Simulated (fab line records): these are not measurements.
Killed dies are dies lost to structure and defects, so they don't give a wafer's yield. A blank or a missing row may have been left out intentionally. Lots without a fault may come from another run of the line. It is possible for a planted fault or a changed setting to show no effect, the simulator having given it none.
Split-lot experiment -- flow n5_finfet -- route with 1938 steps; 7 lots, 39 wafers read

== SPLIT DETAILS ==
At N5_BEOL_M14_DEP_53 (deposits SiCN from 3MS/NH3, target thk 50 nm, time 17.8 s), the setting target_thk_a was moved away from the recipe's 500 angstrom on 18 of the 39 wafers read, by -59.2% to +57.2%. For the rest of the wafers, this setting stayed at what the recipe calls for.

The reading comes from the split's own step.

== THE READING ==
SiCN_of_BEOL_M14_DEP_53.thk_nm (the simulator's own value, which no gauge read), in nm, at N5_BEOL_M14_DEP_53 (deposits SiCN from 3MS/NH3, target thk 50 nm, time 17.8 s). No usual value for it is given in the file. Across the 21 wafers here that went through the recipe, the average is 50.4 nm and the standard deviation 0.63 nm.

wafer,"tool, chamber at the split","target_thk_a as run, angstrom",against the recipe,"SiCN_of_BEOL_M14_DEP_53.thk_nm, nm",against lot-mates on the recipe
L078.1,"pecvd-02, 1",500,recipe,49.6,-
L078.2,"pecvd-02, 0",786,+57.2%,78.8,+28.3
L078.3,"pecvd-02, 2",786,+57.2%,78.6,+28.1
L078.4,"pecvd-02, 1",786,+57.2%,79.6,+29.1
L078.5,"pecvd-02, 2",500,recipe,51.2,-
L078.6,"pecvd-02, 0",500,recipe,50.8,-
L081.1,"pecvd-02, 2,1",500,recipe,49.8,-
L081.5,"pecvd-02, 2,1",500,recipe,49.8,-
L081.2,"pecvd-02, 0",750.4,+50.1%,74.6,+24.7
L081.3,"pecvd-02, 1",750.4,+50.1%,73.6,+23.7
L081.4,"pecvd-02, 0",500,recipe,50,-
L081.6,"pecvd-02, 2",750.4,+50.1%,75.2,+25.3
L080.2,"pecvd-01, 2,0",500,recipe,50.6,-
L080.4,"pecvd-01, 2,0",500,recipe,50.6,-
L080.6,"pecvd-01, 1",500,recipe,50.2,-
L084.1,"pecvd-01, 1",387.6,-22.5%,39,-11.8
L084.2,"pecvd-01, 2",387.6,-22.5%,39.6,-11.2
L084.3,"pecvd-01, 0",500,recipe,50,-
L084.4,"pecvd-01, 2",500,recipe,51.8,-
L084.5,"pecvd-01, 1",500,recipe,50.6,-
L084.6,"pecvd-01, 0",387.6,-22.5%,39.4,-11.4
L085.1,"pecvd-03, 2",203.8,-59.2%,20.6,-29.2
L085.6,"pecvd-03, 2",203.8,-59.2%,20.6,-29.2
L085.2,"pecvd-03, 1",203.8,-59.2%,20.2,-29.6
L085.3,"pecvd-03, 0",500,recipe,49.4,-
L085.4,"pecvd-03, 0,1",500,recipe,50,-
L085.5,"pecvd-03, 0,1",500,recipe,50,-
L088.1,"pecvd-01, 2",500,recipe,50.8,-
L088.2,"pecvd-01, 1",500,recipe,49.8,-
L088.3,"pecvd-01, 0",306.8,-38.6%,30.6,-20.1
L088.4,"pecvd-01, 1",306.8,-38.6%,31.6,-19.1
L088.5,"pecvd-01, 0",306.8,-38.6%,31.2,-19.5
L088.6,"pecvd-01, 2",500,recipe,51.6,-
L091.1,"pecvd-03, 1",232,-53.6%,22.8,-27.7
L091.2,"pecvd-03, 2",500,recipe,50.8,-
L091.4,"pecvd-03, 2",500,recipe,50.8,-
L091.3,"pecvd-03, 1",232,-53.6%,23.4,-27.1
L091.5,"pecvd-03, 1",500,recipe,50,-
L091.6,"pecvd-03, 2",232,-53.6%,23.6,-26.9
If several chambers appear in one row, that row covers several wafers at once and the file leaves open which wafer was in which chamber.

THE FIT
A straight line over all 39 wafers: SiCN_of_BEOL_M14_DEP_53.thk_nm changes by +0.498 nm for each +1% of target_thk_a; r = +1.00; the points scatter about the line by 0.62 nm.
The same after taking each lot's own level away (the mean of its wafers on the recipe; 39 wafers): +0.499 nm for each +1%; r = +1.00; scatter 0.52 nm.
According to that fit, moving target_thk_a by its largest amount changes the reading by 30 nm.
The lots' own levels span 49.80 to 50.80 nm, that is 1.6 times the standard deviation above.
The two slopes are in agreement: the lot-to-lot level therefore moves the slope only a little.
Check: with one of the wafers moved furthest among these (-59.2%) left out of the fit, the line predicts -29.7 nm for it against its lot-mates. It came out at -29.2 nm against them.

== THE OTHER SPLITS THESE WAFERS WENT THROUGH ==
Other splits were also applied to these wafers ahead of the reading. Each is held against what the fit with the lots' levels taken away leaves over:
other split on the same wafers,wafers away from the commonest value,r with SiCN_of_BEOL_M14_DEP_53.thk_nm (lot level and that fit taken away)
N5_FIN_SAQP_HM_DEP_03 target_thk_a,9,+0.06
N5_HKMG_FIN_ALD_91 ald_cycles,18,-0.07
N5_BEOL_M0_SAQP_MANDREL_ETCH_20 target_depth_a,6,-0.10
N5_BEOL_M3_ALD_98 ald_cycles,15,+0.20
N5_BEOL_M9_HM_DEP_02 target_thk_a,15,-0.14
N5_BEOL_M11_CURE_72 time_s,15,-0.07

== FILE'S OWN FIT ==
SiCN_of_BEOL_M14_DEP_53.thk_nm changes by +0.5 nm for each +1% of target_thk_a, r = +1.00.
